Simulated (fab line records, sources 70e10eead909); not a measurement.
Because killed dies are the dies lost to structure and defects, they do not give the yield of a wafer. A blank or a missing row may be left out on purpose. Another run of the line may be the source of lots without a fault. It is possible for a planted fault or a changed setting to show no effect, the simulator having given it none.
Matching of chambers :: flow nandHarc :: NHARC_A_CONTACT_DEP_58 on pecvd-04 has 3 sister chambers
The step deposits SiON, target thk 90 nm. 6 wafers are shown with their chamber, then 7 later ones without.

## WAFERS PAIRED WITH THEIR CHAMBERS
wafer: L239.6
chamber: 0
heaterPowerW (W): 792
heaterPowerOuterW (W): 461

wafer: L252.1
chamber: 2
heaterPowerW (W): 681
heaterPowerOuterW (W): 441

wafer: L252.4
chamber: 1
heaterPowerW (W): 687
heaterPowerOuterW (W): 423

wafer: L252.6
chamber: 0
heaterPowerW (W): 722
heaterPowerOuterW (W): 412

wafer: L253.2
chamber: 1
heaterPowerW (W): 606
heaterPowerOuterW (W): 371

wafer: L253.3
chamber: 2
heaterPowerW (W): 637
heaterPowerOuterW (W): 384

## WAFERS WHOSE CHAMBER IS MISSING
wafer: L253.5
heaterPowerW (W): 632
heaterPowerOuterW (W): 398

wafer: L256.1
heaterPowerW (W): 655
heaterPowerOuterW (W): 403

wafer: L256.2
heaterPowerW (W): 813
heaterPowerOuterW (W): 471

wafer: L256.4
heaterPowerW (W): 778
heaterPowerOuterW (W): 460

wafer: L255.2
heaterPowerW (W): 563
heaterPowerOuterW (W): 357

wafer: L255.5
heaterPowerW (W): 681
heaterPowerOuterW (W): 414

wafer: L255.6
heaterPowerW (W): 577
heaterPowerOuterW (W): 359

## EACH ONE'S CHAMBER
wafer: L253.5
from the rows above: can't be placed: 1 or 2
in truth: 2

wafer: L256.1
from the rows above: can't be placed: 1 or 2
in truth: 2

wafer: L256.2
from the rows above: 0
in truth: 0

wafer: L256.4
from the rows above: 0
in truth: 0

wafer: L255.2
from the rows above: can't be placed: 1 or 2
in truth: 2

wafer: L255.5
from the rows above: can't be placed: 2 or 1 or 0
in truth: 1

wafer: L255.6
from the rows above: can't be placed: 1 or 2
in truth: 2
Correct placement for 2 of the 7. Cannot be placed on the basis of these rows: 5; the candidates contain the true chamber in 5. Placed wrongly: 0.
How it was worked out, from the rows above alone: a wafer's distance from a chamber is the root of the sum, over the readings, of the square of ((its reading less the chamber's mean) divided by the reading's scatter). The wafer belongs to the nearest chamber; if the next one is less than 2 further off, it can't be placed. The mean given for a chamber averages the wafers shown for that chamber. The scatter is the square root of a quotient: the sum, over the shown wafers, of each reading's squared deviation from its chamber's mean, divided by wafers minus chambers.
